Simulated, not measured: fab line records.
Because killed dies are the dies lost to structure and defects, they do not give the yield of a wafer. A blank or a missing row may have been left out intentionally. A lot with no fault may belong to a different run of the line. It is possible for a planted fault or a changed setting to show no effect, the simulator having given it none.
Which tool is to blame? | flow nand-harc | 13 lots, 38 wafers sampled, at 5 steps of a route of 1159

== WHAT EACH GAUGE READ, for each wafer ==
NHARC_END_SORT_01. Usual: killed-at-array 26, standard deviation 11; killed-at-other 0.4, standard deviation 0.78; killed-at-periphery 3.4, standard deviation 2.4; killed-dies 29, standard deviation 11; killed-open 3.1, standard deviation 1.9; killed-short 1.9, standard deviation 1.4.
lot  | measured     | on        | killed-at-array | killed-at-other | killed-at-periphery | killed-dies | killed-open | killed-short | flag
L446 | day 22 09:58 | prober-02 | 33 38 32        | 0 0 0           | 4 3 6               | 37 41 38    | 3 3 6       | 1 3 3        |
L448 | day 23 00:46 | prober-01 | 16 14 17        | 0 0 0           | 5 3 4               | 21 17 21    | 2 2 8       | 7 3 1        |
L447 | day 22 17:03 | prober-01 | 23 35 31        | 1 0 0           | 2 2 2               | 26 37 33    | 2 1 4       | 4 3 2        |
L449 | day 23 16:25 | prober-01 | 24 19 24        | 0 0 0           | 4 3 4               | 28 22 28    | 1 6 1       | 2 0 1        |
L452 | day 23 08:41 | prober-02 | 28 39 18        | 0 0 0           | 2 0 1               | 30 39 19    | 3 5 1       | 3 1 0        |
L453 | day 24 00:25 | prober-02 | 674 673 665     | 0 0 1           | 1 2 11              | 675 675 677 | 6 2 3       | 0 1 2        | OFF
L454 | day 24 08:08 | prober-02 | 673 671         | 0 1             | 1 3                 | 674 675     | 2 2         | 4 0          | OFF
L458 | day 24 08:00 | prober-01 | 31 44 36        | 0 0 2           | 4 2 1               | 35 46 39    | 1 2 1       | 0 0 1        |
L459 | day 24 23:32 | prober-01 | 37 28 40        | 1 0 1           | 3 2 2               | 41 30 43    | 5 2 2       | 1 2 3        |
L464 | day 25 18:58 | prober-02 | 28 53 49        | 0 0 0           | 5 4 1               | 33 57 50    | 3 5 2       | 2 0 3        |
L465 | day 25 09:01 | prober-01 | 34 17 30        | 0 0 1           | 7 1 2               | 41 18 33    | 3 0 0       | 3 2 1        |
L467 | day 25 23:50 | prober-01 | 17 17 19        | 0 0 1           | 3 1 3               | 20 18 23    | 3 3 3       | 3 2 2        |
L468 | day 26 06:52 | prober-01 | 15 15 20        | 0 1 0           | 3 8 13              | 18 24 33    | 4 3 3       | 0 3 7        |

== WHAT TOOL EACH LOT RAN ON (gives the tool, then ch and the chambers of the sampled wafers, and finally the start) ==
lot  | NHARC_A_SLIT_DEP_00           | NHARC_THIN_TSV_DEGAS_49      | NHARC_THIN_TSV_CMP_21         | NHARC_THIN_TSV_ETCH_59
L446 | acl-dep-02 ch 0, day 14 01:16 | pvd-sputter-02, day 21 17:02 | cmp-03 ch 0,1,2, day 21 19:13 | rie-metal-01 ch 0,1, day 21 22:17
L448 | acl-dep-02 ch 0, day 14 12:19 | pvd-sputter-02, day 21 21:08 | cmp-04 ch 0,1, day 21 23:33   | rie-metal-02 ch 0,1, day 22 05:05
L447 | acl-dep-03 ch 0, day 14 12:56 | pvd-sputter-02, day 21 19:50 | cmp-04 ch 0,3, day 21 22:26   | rie-metal-03 ch 0,1, day 22 03:29
L449 | acl-dep-02 ch 0, day 15 04:32 | pvd-sputter-02, day 21 23:49 | cmp-03 ch 0,2,3, day 22 04:41 | rie-metal-02 ch 0,1, day 22 06:45
L452 | acl-dep-01 ch 0, day 16 04:41 | pvd-sputter-02, day 22 02:17 | cmp-03 ch 0,1,3, day 22 05:37 | rie-metal-02 ch 0,1, day 22 07:35
L453 | acl-dep-02 ch 0, day 16 19:16 | -                            | -                             | -
L454 | acl-dep-02 ch 0, day 16 21:16 | -                            | -                             | -
L458 | acl-dep-03 ch 0, day 17 09:11 | pvd-sputter-02, day 22 07:31 | cmp-04 ch 0,1,3, day 22 09:07 | rie-metal-03 ch 0,1, day 22 10:59
L459 | acl-dep-01 ch 0, day 17 20:31 | pvd-sputter-03, day 22 23:56 | cmp-03 ch 0,2,3, day 23 01:33 | rie-metal-03 ch 0,1, day 23 03:34
L464 | acl-dep-03 ch 0, day 19 00:41 | pvd-sputter-03, day 23 16:32 | cmp-02 ch 1,2,3, day 23 18:07 | rie-metal-02 ch 0,1, day 23 19:59
L465 | acl-dep-01 ch 0, day 19 01:56 | pvd-sputter-03, day 23 11:37 | cmp-02 ch 0,3, day 23 13:07   | rie-metal-03 ch 0,1, day 23 15:05
L467 | acl-dep-01 ch 0, day 19 10:11 | pvd-sputter-01, day 24 01:05 | cmp-03 ch 1,2, day 24 02:43   | rie-metal-03 ch 0,1, day 24 04:40
L468 | acl-dep-03 ch 0, day 20 08:17 | pvd-sputter-01, day 24 16:54 | cmp-04 ch 1,2, day 24 18:28   | rie-metal-03 ch 0,1, day 24 20:16
- NHARC_A_SLIT_DEP_00: deposits aC, target thk 3200 nm.
- NHARC_THIN_TSV_DEGAS_49: time 120 s.
- NHARC_THIN_TSV_CMP_21: polishes, t overpolish 30 s, target thk 2000 nm.
- NHARC_THIN_TSV_ETCH_59: etches the open film in Cl2/BCl3, target depth 880 nm, time 138.1 s.

== AS READ BY THE TOOLS THEMSELVES (means over the sampled wafers that have a number; for cases with no such wafer, the mark the record gives instead) ==
NHARC_A_SLIT_DEP_00. Usual: susceptor-temp-C 400.03 C, standard deviation 0.24; throttle-valve-pct 35.000 %, standard deviation 0.009.
lot  | tool       | susceptor-temp-C (C) | throttle-valve-pct (%) | flag
L446 | acl-dep-02 | 400.03               | 35.000                 |
L448 | acl-dep-02 | 400.04               | 35.003                 |
L447 | acl-dep-03 | -                    | 35.005                 | OFF
L449 | acl-dep-02 | -                    | 34.991                 | OFF
L452 | acl-dep-01 | 399.84               | 35.000                 |
L453 | acl-dep-02 | 400.18               | 35.002                 |
L454 | acl-dep-02 | -                    | 35.004                 | OFF
L458 | acl-dep-03 | 399.94               | 35.001                 |
L459 | acl-dep-01 | -                    | 35.001                 | OFF
L464 | acl-dep-03 | 399.70               | 35.001                 |
L465 | acl-dep-01 | 399.95               | 34.999                 |
L467 | acl-dep-01 | 399.85               | 34.999                 |
L468 | acl-dep-03 | 400.17               | 34.998                 |

NHARC_THIN_TSV_DEGAS_49. Usual: heater-power-w 461 W, standard deviation 49; susceptor-temp-C 300.01 C, standard deviation 0.17.
lot  | tool           | heater-power-w (W) | susceptor-temp-C (C) | flag
L446 | pvd-sputter-02 | 467                | 299.97               |
L448 | pvd-sputter-02 | 462                | 299.87               |
L447 | pvd-sputter-02 | 453                | 300.06               |
L449 | pvd-sputter-02 | 451                | 300.21               |
L452 | pvd-sputter-02 | 480                | 299.97               |
L458 | pvd-sputter-02 | 467                | 299.88               |
L459 | pvd-sputter-03 | 486                | 300.19               |
L464 | pvd-sputter-03 | 451                | 299.92               |
L465 | pvd-sputter-03 | 382                | 299.91               |
L467 | pvd-sputter-01 | 520                | 299.96               |
L468 | pvd-sputter-01 | 512                | 299.89               |

NHARC_THIN_TSV_CMP_21. Usual: motor-current-A 13.1 A, standard deviation 1.1; overpolish-run-s 30.001 s, standard deviation 0.0086.
lot  | tool   | motor-current-A (A) | overpolish-run-s (s) | flag
L446 | cmp-03 | 13.2                | 29.997               |
L448 | cmp-04 | 14.1                | 30.001               |
L447 | cmp-04 | 12.9                | 29.996               |
L449 | cmp-03 | 13.6                | 30.006               |
L452 | cmp-03 | 13.0                | 30.005               |
L458 | cmp-04 | 14.3                | 29.997               |
L459 | cmp-03 | 13.3                | 30.001               |
L464 | cmp-02 | 12.3                | 30.001               |
L465 | cmp-02 | 12.2                | 29.996               |
L467 | cmp-03 | 13.6                | 29.994               |
L468 | cmp-04 | 13.8                | 29.999               |

NHARC_THIN_TSV_ETCH_59. Usual: drypump-motor-current-A 5.54 A, standard deviation 0.27; he-backside-leak-sccm 3.36 sccm, standard deviation 0.2; oes-product-au 1.001 a.u., standard deviation 0.0098; rf-fwd-power-W 895.6 W, standard deviation 2.9; throttle-valve-pct 22.263 %, standard deviation 0.0087.
lot  | tool         | drypump-motor-current-A (A) | he-backside-leak-sccm (sccm) | oes-product-au (a.u.) | rf-fwd-power-W (W) | throttle-valve-pct (%) | flag
L446 | rie-metal-01 | 5.96                        | 3.17                         | 1.000                 | 898.0              | 22.255                 |
L448 | rie-metal-02 | 5.52                        | 3.49                         | 0.999                 | 897.1              | 22.261                 |
L447 | rie-metal-03 | 5.35                        | 3.27                         | 0.994                 | 893.4              | 22.265                 |
L449 | rie-metal-02 | 5.69                        | 3.56                         | 1.000                 | 898.2              | 22.262                 |
L452 | rie-metal-02 | 5.53                        | 3.28                         | 1.002                 | 894.2              | 22.264                 |
L458 | rie-metal-03 | 5.37                        | 3.30                         | 1.009                 | 893.4              | 22.263                 |
L459 | rie-metal-03 | 5.37                        | 3.07                         | 1.002                 | 893.0              | 22.264                 |
L464 | rie-metal-02 | 5.54                        | 3.43                         | 1.001                 | 895.3              | 22.273                 |
L465 | rie-metal-03 | 5.35                        | 3.27                         | 1.003                 | 897.8              | 22.270                 |
L467 | rie-metal-03 | 5.32                        | 3.20                         | 1.011                 | 898.2              | 22.261                 |
L468 | rie-metal-03 | 5.30                        | 3.18                         | 0.999                 | 894.5              | 22.260                 |

== THE ANSWER, worked out from the rows above alone ==
Rule: a lot is off if the mean of its wafers that have a number lies more than 3 standard deviations from the usual mean. A lot without any number at a reading at which 4 lots or more have one is off too. The other lots that the step has rows for count as sound. First the gauges in route order, then the tools' own readings, where a lot's mean is used as printed above. At the first step where some lot is off, the reading lying furthest off is the one used; lots without a number count as furthest.
Off: L453, L454 (NHARC_END_SORT_01, killed-dies).
If a tool, at a process step before that reading, ran all the lots that are off and no sound lot after the first of them, it fits. Those tools and the gauges at NHARC_END_SORT_01 are tried in the same way. One fits: acl-dep-02 at NHARC_A_SLIT_DEP_00. A fault onset in the window from L449 (day 15 04:32, its last sound lot) to L453 (day 16 19:16, its first lot off) fits.

== WHAT THE SIMULATOR HAD PUT IN ==
Process parameters drifting: acl-dep-02 at NHARC_A_SLIT_DEP_00, beginning at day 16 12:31. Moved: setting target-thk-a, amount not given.
Shown lots that were struck: L453, L454. The rule above reached the same finding.
